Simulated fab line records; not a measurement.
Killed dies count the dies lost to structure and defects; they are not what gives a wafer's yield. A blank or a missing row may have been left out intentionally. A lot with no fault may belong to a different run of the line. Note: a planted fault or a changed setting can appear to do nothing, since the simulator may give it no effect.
A struck lot beside a sound one | flow n5-finfet | 38 steps out of a route of 1938
Sound: the wafers L330.1, L330.2, L330.3. The struck wafers were L342.2, L342.3, L342.4. Last of all comes the cause.
At each step with rows: each side's tool, then ch and its chambers, then its first start. Under that, the readings that differ: sound wafers | struck wafers | difference of the means | sigmas: that difference in standard deviations of wafers without a fault.
alike: readings whose means differ by less than 2 such deviations, and words and numbers that are the same on both sides. not compared: withheld readings, readings that some wafer has no value for, bounds like >300 that may hide the same value, and numbers for which the record gives no deviation and whose values overlap.
The two part at a step that has a row with sigmas, a row that says differs or no value, or rows on one side only. When numbers do not overlap yet have no deviation, they are printed without sigmas and do not part them. A reading missing from all wafers of one side parts the sides only when that side holds two or more wafers.

first, 9 steps without rows for these wafers: N5_HKMG_FIN_SOFTBAKE_07 (time 60 s); N5_HKMG_FIN_EXPOSE_09 (exposes mask NWFM); N5_HKMG_FIN_PEB_10 (peb time 60 s); N5_HKMG_FIN_DEVELOP_11 (develop time 30 s); N5_HKMG_FIN_DESCUM_17 (chemistry O2, time 7.9 s); N5_HKMG_FIN_ETCH_31 (etches SiARC in CF4, target depth 45.5 nm, time 75.8 s); N5_HKMG_FIN_ETCH_32 (etches SOC in N2/H2, target depth 240 nm, time 300 s); N5_HKMG_FIN_STRIP_33 (strips in N2/H2); N5_HKMG_FIN_STRIP_34 (strips in CF4).
N5_HKMG_FIN_ETCH_35: etches SOC in N2/H2, target depth 215.8 nm, time 243.4 s.
  sound on rie-diel-06 ch 0,1,3, day 4 14:40; struck on rie-diel-06 ch 2,3, day 7 10:14
  alike: bias-w, drypump-motor-current-A, h2-flow-sccm, oes-product-au, rf-vpp-V, showerhead-plenum-p-Torr, throttle-valve-pct
  not compared: rf-hours-counter-h
then, 27 steps without rows for these wafers: N5_HKMG_FIN_STRIP_92 (strips SOC in N2/H2, time 20 s); N5_HKMG_FIN_WET_ETCH_18 (etches TiN in SC1, time 55 s, target depth 5.2 nm, rinse time 30 s); N5_HKMG_FIN_STRIP_19 (strips in N2/H2, time 360 s); N5_HKMG_FIN_ALD_91 (deposits TiN, target thk 1 nm, pulse time 1 s, purge time 3 s); N5_HKMG_FIN_COAT_85 (time 60 s, resist thk 300 nm); N5_HKMG_FIN_ETCH_86 (etches SOC in N2/H2, stops on TiN, target depth 393.2 nm); N5_HKMG_FIN_STRIP_89 (strips SOC in N2/H2, time 20 s); N5_HKMG_FIN_WET_ETCH_87 (etches TiN in SC1, time 154.2 s, target depth 4.7 nm, rinse time 30 s); N5_HKMG_FIN_STRIP_88 (strips in N2/H2, time 360 s); N5_HKMG_FIN_NWFM_ALD_20 (deposits TiAlC, target thk 2 nm, pulse time 3 s, purge time 2 s); N5_HKMG_FIN_ALD_71 (deposits TiN, target thk 1 nm, pulse time 1 s, purge time 3 s); N5_HKMG_FIN_COAT_66 (time 60 s, resist thk 300 nm); N5_HKMG_FIN_ETCH_67 (etches SOC in N2/H2, stops on TiN, target depth 388.9 nm); N5_HKMG_FIN_STRIP_90 (strips SOC in N2/H2, time 20 s); N5_HKMG_FIN_WET_ETCH_73 (etches the open film in SC1, time 42.3 s, target depth 1.3 nm, rinse time 30 s); N5_HKMG_FIN_ETCHBACK_68 (etches the open film in Cl2/Ar, stops on HfO2, target depth 0.5 nm); N5_HKMG_FIN_STRIP_69 (strips in N2/H2, time 360 s); N5_HKMG_FIN_ALD_21 (deposits TiN, target thk 1.5 nm, pulse time 1 s, purge time 3 s); N5_HKMG_FIN_ALD_72 (deposits W, target thk 2 nm, pulse time 1 s, purge time 2 s); N5_HKMG_FIN_W_FILL_22 (material W, target thk 60 nm, time 18.2 s); N5_HKMG_FIN_PRECLEAN_83 (cleans in DIW, time 57.5 s); N5_HKMG_FIN_SRD_84 (dry time 32 s); N5_HKMG_FIN_CMP_23 (polishes, stops on SiNx, t overpolish 10 s, target thk 46.326 nm); N5_HKMG_FIN_CMP_94 (polishes, stops on SiNx, t overpolish 4.7 s, target thk 43.299 nm); N5_GATE_CUT_ETCHBACK_00 (etches W in SF6/Cl2); N5_GATE_CUT_ETCH_56 (etches TiN in Cl2/Ar, target depth 21.6 nm); N5_GATE_CUT_ETCHBACK_30 (etches TiN in Cl2/Ar, target depth 3 nm).
-- here the record skips 8 days between the struck wafers' starts before and after, leaving off in module GATE_CUT and picking up in module PASSIVATION (first step shown: number 1936 of the route) --
N5_PASSIVATION_PROBE_49:
  only the struck wafers here have rows in the record (prober-01, day 15 19:11); the sound ones have none

## WHERE THEY PART
Only at N5_PASSIVATION_PROBE_49, within this record.

WHY: whatever the simulator had introduced
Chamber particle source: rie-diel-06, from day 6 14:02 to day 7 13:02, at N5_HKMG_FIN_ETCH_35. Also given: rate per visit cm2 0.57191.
